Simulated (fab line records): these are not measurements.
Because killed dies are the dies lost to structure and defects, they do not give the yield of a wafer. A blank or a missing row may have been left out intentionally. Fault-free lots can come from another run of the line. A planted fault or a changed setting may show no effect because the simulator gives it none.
Which tool is to blame? -- flow nandHarc -- 13 lots with 39 wafers sampled at 5 steps, on a route of 1302 steps

WHAT EACH GAUGE READ, for each wafer
NHARC_END_SORT_01.
lot,measured,on,killedAtArray,killedAtOther,killedAtPeriphery,killedDies,killedOpen,killedShort
L105,day 29 07:08,prober-01,47 60 120,5 6 1,4 5 1,56 71 122,3 2 2,4 3 1
L106,day 30 01:46,prober-02,32 100 20,0 0 2,6 8 8,38 108 30,0 4 2,2 0 1

WHAT TOOL EACH LOT RAN ON (gives the tool, then ch and the chambers of the sampled wafers, and finally the start)
lot,NHARC_A_STAIRCASE_DEP_301,NHARC_A_BONDPAD_DEGAS_25,NHARC_HYBRID_BOND_ACTIVATE_00,NHARC_THIN_TSV_PRE_CLEAN_54
L994,"pecvd-04 ch 0,1,2, day 18 02:36","pvdSputter-03, day 24 04:31","rieDiel-13 ch 0,1,3, day 24 06:13","pvdSputter-01, day 25 01:25"
L995,"pecvd-03 ch 1,2, day 18 04:02","pvdSputter-01, day 24 04:01","rieDiel-10 ch 0,1,3, day 24 05:43","pvdSputter-01, day 24 23:08"
L996,"pecvd-03 ch 0,1, day 18 11:49","pvdSputter-01, day 24 15:08","rieDiel-10 ch 1,2, day 24 16:48","pvdSputter-02, day 25 11:20"
L998,"pecvd-03 ch 0,1, day 19 15:48","pvdSputter-01, day 25 17:22","rieDiel-10 ch 0,2,3, day 25 19:02","pvdSputter-02, day 26 12:11"
L102,"pecvd-04 ch 1,2, day 21 07:53","pvdSputter-01, day 27 15:54","rieDiel-10 ch 0,1,2, day 27 17:38","pvdSputter-02, day 28 11:25"
L105,"pecvd-04 ch 0,1,2, day 21 18:11","pvdSputter-03, day 27 23:09","rieDiel-10 ch 0,1,3, day 28 00:52","pvdSputter-02, day 28 14:43"
L106,"pecvd-04 ch 0,1,2, day 22 18:08","pvdSputter-03, day 28 16:05","rieDiel-10 ch 0,2, day 28 17:46","pvdSputter-01, day 29 11:08"
L107,"pecvd-02 ch 0,1,2, day 23 11:46","pvdSputter-03, day 29 20:28","rieDiel-10 ch 0,2,3, day 29 22:12","pvdSputter-02, day 30 15:43"
L108,"pecvd-02 ch 0,1,2, day 23 14:17","pvdSputter-01, day 29 18:07","rieDiel-10 ch 1,2,3, day 29 19:49","pvdSputter-02, day 30 14:31"
L109,"pecvd-03 ch 0,1,2, day 24 17:14","pvdSputter-03, day 30 18:40","rieDiel-10 ch 0,1,2, day 30 20:22","pvdSputter-01, day 31 12:41"
L113,"pecvd-03 ch 1,2, day 26 06:19","pvdSputter-02, day 32 12:27","rieDiel-10 ch 0,1, day 32 14:25","pvdSputter-01, day 33 08:07"
L112,"pecvd-03 ch 0,2, day 26 14:04","pvdSputter-02, day 32 21:12","rieDiel-10 ch 0,1, day 32 22:55","pvdSputter-02, day 33 16:56"
L114,"pecvd-04 ch 1,2, day 26 20:42","pvdSputter-03, day 33 05:14","rieDiel-13 ch 0,1,2, day 33 06:56","pvdSputter-02, day 34 03:57"
- NHARC_A_STAIRCASE_DEP_301: deposits SiON, target thk 30 nm.
- NHARC_A_BONDPAD_DEGAS_25: time 60 s.
- NHARC_HYBRID_BOND_ACTIVATE_00: chemistry N2, time 60 s.
- NHARC_THIN_TSV_PRE_CLEAN_54: time 30 s.

WHAT THE TOOLS THEMSELVES READ (means of the sampled wafers that have a number; where no wafer has one, the mark that the record gives instead)
NHARC_A_STAIRCASE_DEP_301.
lot,tool,heaterPowerW (W),rfFwdPowerW (W)
L994,pecvd-04,703,347.9
L995,pecvd-03,827,347.8
L996,pecvd-03,722,348.9
L998,pecvd-03,694,349.3
L102,pecvd-04,782,349.3
L105,pecvd-04,711,347.4
L106,pecvd-04,706,348.9
L107,pecvd-02,709,348.7
L108,pecvd-02,737,347.5
L109,pecvd-03,753,348.1
L113,pecvd-03,790,348.8
L112,pecvd-03,848,349.0
L114,pecvd-04,803,348.1

NHARC_A_BONDPAD_DEGAS_25.
lot,tool,heaterPowerW (W)
L994,pvdSputter-03,487
L995,pvdSputter-01,513
L996,pvdSputter-01,455
L998,pvdSputter-01,457
L102,pvdSputter-01,542
L105,pvdSputter-03,456
L106,pvdSputter-03,487
L107,pvdSputter-03,458
L108,pvdSputter-01,480
L109,pvdSputter-03,479
L113,pvdSputter-02,471
L112,pvdSputter-02,448
L114,pvdSputter-03,495

NHARC_HYBRID_BOND_ACTIVATE_00.
lot,tool,drypumpMotorCurrentA (A),mfcArSccm (sccm),oesProductAu (a.u.),rfVppV (V),showerheadPlenumPTorr (Torr)
L994,rieDiel-13,5.9,0.002,0.995,64.5,1.85
L995,rieDiel-10,5.9,0.013,1.005,63.4,1.74
L996,rieDiel-10,5.8,0.017,0.999,64.3,1.70
L998,rieDiel-10,5.8,0.005,1.005,64.1,1.80
L102,rieDiel-10,6.0,0.009,0.996,64.1,1.73
L105,rieDiel-10,5.9,0.013,0.985,64.0,1.74
L106,rieDiel-10,6.2,0.000,0.998,65.0,1.76
L107,rieDiel-10,5.8,0.005,0.999,64.6,1.80
L108,rieDiel-10,5.6,0.013,0.990,64.7,1.77
L109,rieDiel-10,6.0,0.009,0.991,64.3,1.72
L113,rieDiel-10,6.1,0.017,1.007,62.6,1.66
L112,rieDiel-10,6.1,0.017,1.003,63.6,1.66
L114,rieDiel-13,5.6,0.000,0.999,64.1,1.79

NHARC_THIN_TSV_PRE_CLEAN_54.
lot,tool,heaterPowerW (W)
L994,pvdSputter-01,441
L995,pvdSputter-01,366
L996,pvdSputter-02,389
L998,pvdSputter-02,378
L102,pvdSputter-02,389
L105,pvdSputter-02,390
L106,pvdSputter-01,491
L107,pvdSputter-02,407
L108,pvdSputter-02,421
L109,pvdSputter-01,417
L113,pvdSputter-01,442
L112,pvdSputter-02,379
L114,pvdSputter-02,383

THE ANSWER, worked out from the rows above alone
Rule: the usual values come from the lots themselves. Put in order of their means at a reading, lots are off if they are a third of the lots or fewer, leave a main group of 4 or more, and stand apart from it by a gap of 3 or more times the standard deviation of the main group's means; of several such gaps the widest counts. Not used: any main group whose means are identical at the precision the tables above print for the reading. A lot without any number at a reading at which 4 lots or more have one is off too. The other lots that the step has rows for count as sound. The gauges are gone through in route order, then the tools' own readings, and for those a lot's mean is taken as printed above. The first step at which some lot is off is used, and at that step the reading that is off furthest; a lot without a number counts as furthest.
None of the lots is off at any reading shown; this tells nothing.

WHAT THE SIMULATOR HAD INSERTED
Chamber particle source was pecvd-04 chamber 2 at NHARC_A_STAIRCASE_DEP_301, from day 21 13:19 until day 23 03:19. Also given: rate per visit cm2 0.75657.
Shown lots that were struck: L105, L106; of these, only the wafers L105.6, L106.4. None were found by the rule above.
